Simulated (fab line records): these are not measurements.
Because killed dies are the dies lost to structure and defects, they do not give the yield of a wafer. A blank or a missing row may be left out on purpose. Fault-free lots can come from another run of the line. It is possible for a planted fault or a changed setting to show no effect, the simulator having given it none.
Comparing a struck lot with a sound one ; flow n5Finfet ; 15 steps out of a route of 1938
Sound: wafers L729.2, L729.3, L729.5. Struck: wafer L735.1; the same lot's L735.4 was not struck, so it is left out; see the end for the cause.
At each step with rows: each side's tool, then ch and its chambers, then its first start. Under that, the readings that differ: sound wafers ; struck wafers ; difference of the means ; sigmas: that difference in standard deviations of wafers without a fault.
alike: readings with means less than 2 such deviations apart, plus words and numbers identical on both sides. not compared: withheld readings, readings lacking a value on some wafer, bounds such as >300 that could conceal the same value, and numbers that have no deviation in the record and whose values overlap.
Wherever a step has rows on one side only, a row that says differs or no value, or a row with sigmas, the two part there. Numbers that don't overlap but have no deviation are shown without sigmas and don't part them. A reading that every wafer of one side lacks parts them only if that side has two wafers or more.

first, 1 step without rows for these wafers: N5_MOL_CONTACT_COAG_DEVELOP_07 (develop time 30 s).
N5_MOL_CONTACT_COAG_CD_MEAS_08 targets a cd of 28 nm.
  sound on cdSem-01 ch 0, day 5 15:32; struck on cdSem-03 ch 0, day 6 18:17
  alike: cdNm
N5_MOL_CONTACT_COAG_OVL_MEAS_09:
  sound on overlay-01 ch 0, day 5 15:34; struck on overlay-02 ch 0, day 6 18:19
  alike: CA_OVL
N5_MOL_CONTACT_COAG_INSPECT_10: inspects for defects (brightfield).
  sound on defectInspect-02 at day 5 15:38; struck on defectInspect-01 at day 6 18:23
  alike: rawDefectCount
N5_MOL_CONTACT_COAG_DESCUM_13: chemistry O2, time 7 s.
  sound on rieDiel-03 ch 2,3, day 5 15:52; struck on rieDiel-03 ch 3, day 6 18:39
  alike: biasPowerW, chamberPressureMTorr, drypumpMotorCurrentA, o2FlowSccm, oesProductAu, rfVppV, showerheadPlenumPTorr, throttleValvePct
  not compared: rfHoursCounterH
N5_MOL_CONTACT_COAG_ETCH_59: etches underlayer in N2/H2, target depth 13 nm, time 10.4 s.
  sound on rieDiel-03 ch 2,3, day 5 15:53; struck on rieDiel-03 ch 3, day 6 18:41
  alike: chamberPressureMTorr, drypumpMotorCurrentA, etchRfOnTimeS, oesProductAu, rfVppV, showerheadPlenumPTorr, throttleValvePct
  not compared: rfHoursCounterH
N5_MOL_CONTACT_COAG_ETCH_105: etches SiARC in CF4, target depth 15.6 nm, time 26 s.
  sound on rieDiel-03 ch 2,3, day 5 15:55; struck on rieDiel-03 ch 3, day 6 18:43
  alike: chamberPressureMTorr, drypumpMotorCurrentA, etchRfOnTimeS, oesProductAu, rfVppV, showerheadPlenumPTorr, throttleValvePct
  not compared: rfHoursCounterH
N5_MOL_CONTACT_COAG_ETCH_106: etches SOC in N2/H2, target depth 80 nm, overetch 16 nm, time 120 s.
  sound on rieDiel-03 ch 2,3, day 5 15:56; struck on rieDiel-03 ch 3, day 6 18:44
  alike: chamberPressureMTorr, drypumpMotorCurrentA, oesProductAu, rfVppV, showerheadPlenumPTorr, throttleValvePct
  not compared: rfHoursCounterH
then, 4 steps without rows for these wafers: N5_MOL_CONTACT_COAG_STRIP_107 (strips in N2/H2); N5_MOL_CONTACT_COAG_STRIP_108 (strips in N2/H2); N5_MOL_CONTACT_COAG_CONTACT_ETCH_14 (etches SiO2 in C4F6/O2, target depth 27.5 nm, overetch 8.5 nm, time 20 s); N5_MOL_CONTACT_COAG_STRIP_109 (strips in C4F6/O2).
N5_MOL_CONTACT_COAG_ETCH_15: etches SiNx in CH3F/O2, stops on Si:P, target depth 7 nm.
  sound on rieDiel-03 ch 2,3, day 5 16:05; struck on rieDiel-03 ch 3, day 6 18:52
reading;sound;struck;difference;sigmas
model.SOC_of_MOL_CONTACT_COAG_COAT_103.thkNm (nm);75.4 75.2 75;76.6;+1.4;
  alike: chamberPressureMTorr, drypumpMotorCurrentA, oes_f_703_au, oesProductAu, rfVppV, showerheadPlenumPTorr, throttleValvePct
  not compared: rfHoursCounterH
N5_MOL_CONTACT_COAG_ETCH_110: etches Si in CF4/O2, target depth 2.5 nm, time 8 s.
  sound on rieDiel-03 ch 2,3, day 5 16:08; struck on rieDiel-03 ch 3, day 6 18:56
reading;sound;struck;difference;sigmas
oesProductAu (a.u.);0.71 0.83 0.71;0.28;-0.47;-6
model.SOC_of_MOL_CONTACT_COAG_COAT_103.thkNm (nm);74 73.6 73.4;75;+1;
  alike: chamberPressureMTorr, drypumpMotorCurrentA, oes_f_703_au, rfVppV, showerheadPlenumPTorr, throttleValvePct
  not compared: rfHoursCounterH
N5_MOL_CONTACT_COAG_STRIP_98: strips in N2/H2.
  sound on rieDiel-03 ch 2,3, day 5 16:11; struck on rieDiel-03 ch 3, day 6 18:59
reading;sound;struck;difference;sigmas
biasPowerW (W);7.994 8.018 7.985;8.069;+0.070;+3
  alike: chamberPressureMTorr, drypumpMotorCurrentA, oesProductAu, rfVppV, showerheadPlenumPTorr, throttleValvePct
  not compared: rfHoursCounterH

## WHERE THEY PART
At N5_MOL_CONTACT_COAG_ETCH_110 first; at N5_MOL_CONTACT_COAG_STRIP_98 last (within this record only).

WHY: what the simulator had put in
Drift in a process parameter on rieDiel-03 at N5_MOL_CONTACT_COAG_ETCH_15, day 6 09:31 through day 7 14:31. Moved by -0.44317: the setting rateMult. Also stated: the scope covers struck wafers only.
